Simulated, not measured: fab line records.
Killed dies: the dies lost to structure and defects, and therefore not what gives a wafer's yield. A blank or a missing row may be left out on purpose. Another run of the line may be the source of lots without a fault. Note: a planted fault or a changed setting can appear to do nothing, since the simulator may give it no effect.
The same fault as seen by 2 desks || flow n5-finfet || what lay behind the numbers comes last; until then each desk has only its own

== FROM THE METROLOGY DESK ==
What the gauges read, lot by lot, whatever tool the lot ran on: means of the sampled wafers that have a number. If a lot's mean is further than 4 standard deviations from the usual mean, the lot is out of limits and carries the mark OUT (the distance appears in the brackets). Readings shown: 7 of its 10, picked as those furthest out on some lot.
Columns: A = DIBL_N at N5_BEOL_M4_RC_MEAS_101, usual 36.9 mV/V; B = IOFF_P at N5_BEOL_M4_RC_MEAS_101, usual 0.23 nA/um; C = ION_N at N5_BEOL_M4_RC_MEAS_101, usual 673 uA/um; D = SS_N at N5_BEOL_M4_RC_MEAS_101, usual 71.8 mV/dec; E = SS_P at N5_BEOL_M4_RC_MEAS_101, usual 73.6 mV/dec; F = VT_N at N5_BEOL_M4_RC_MEAS_101, usual 250 mV; G = VT_P at N5_BEOL_M4_RC_MEAS_101, usual -249.7 mV
{"lot": "L354", "first seen here": "day 9 13:32", "A": 39.0, "B": 0.25, "C": 671, "D": 72.0, "E": 73.8, "F": 249, "G": -248.5}
{"lot": "L359", "first seen here": "day 11 02:17", "A": 34.4, "B": 0.21, "C": 663, "D": 71.9, "E": 72.9, "F": 253, "G": -250.7}
{"lot": "L361", "first seen here": "day 11 17:29", "A": 37.8, "B": 0.24, "C": 674, "D": 71.3, "E": 73.5, "F": 250, "G": -249.6}
{"lot": "L364", "first seen here": "day 12 03:14", "A": 35.1, "B": 0.20, "C": 663, "D": 71.1, "E": 72.6, "F": 251, "G": -251.8}
{"lot": "L363", "first seen here": "day 12 08:23", "A": 37.9, "B": 0.22, "C": 672, "D": 71.9, "E": 73.5, "F": 251, "G": -250.5}
This desk found nothing out of limits on any of the 5 lots.

== AT THE TOOL OWNER'S DESK: litho-track-02 ==
The tool's own readings at N5_BEOL_M2_COAT_62 (time 60 s, resist thk 12 nm): means of the sampled wafers that have a number, for each lot that ran on this tool. If a lot's mean is further than 4 standard deviations from the usual mean, the lot is out of limits and carries the mark OUT (the distance appears in the brackets).
Columns: A = spin-speed-rpm at N5_BEOL_M2_COAT_62, usual 1499.9 rpm
{"lot": "L354", "first seen here": "day 8 03:11", "A": 1501.8}
{"lot": "L359", "first seen here": "day 9 22:59", "A": "1867.0 (+99 or more) OUT"}
{"lot": "L361", "first seen here": "day 10 06:47", "A": "1865.6 (+99 or more) OUT"}
{"lot": "L363", "first seen here": "day 10 11:40", "A": "1866.3 (+99 or more) OUT"}
This desk's verdict: out of limits on L359, L361, L363, starting with L359 at day 9 22:59 (spin-speed-rpm at N5_BEOL_M2_COAT_62). In limits: L354.

== ALL TOGETHER ==
At day 9 22:59, on L359, L361, L363, the tool owner's desk was in a position to raise an alarm.
The metrology desk saw nothing out of limits.
The metrology desk has L359, L361, L363 on record, within its limits.
Every lot named ran N5_BEOL_M2_COAT_62 on litho-track-02.

== WHAT THE SIMULATOR HAD INSERTED ==
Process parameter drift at N5_BEOL_M2_COAT_62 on litho-track-02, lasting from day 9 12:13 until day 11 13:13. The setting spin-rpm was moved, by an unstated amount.
Struck lots among those shown: L359, L361, L363.
Time in hours from fault onset to the first out-of-limits reading at each desk: the tool owner's desk, 11.
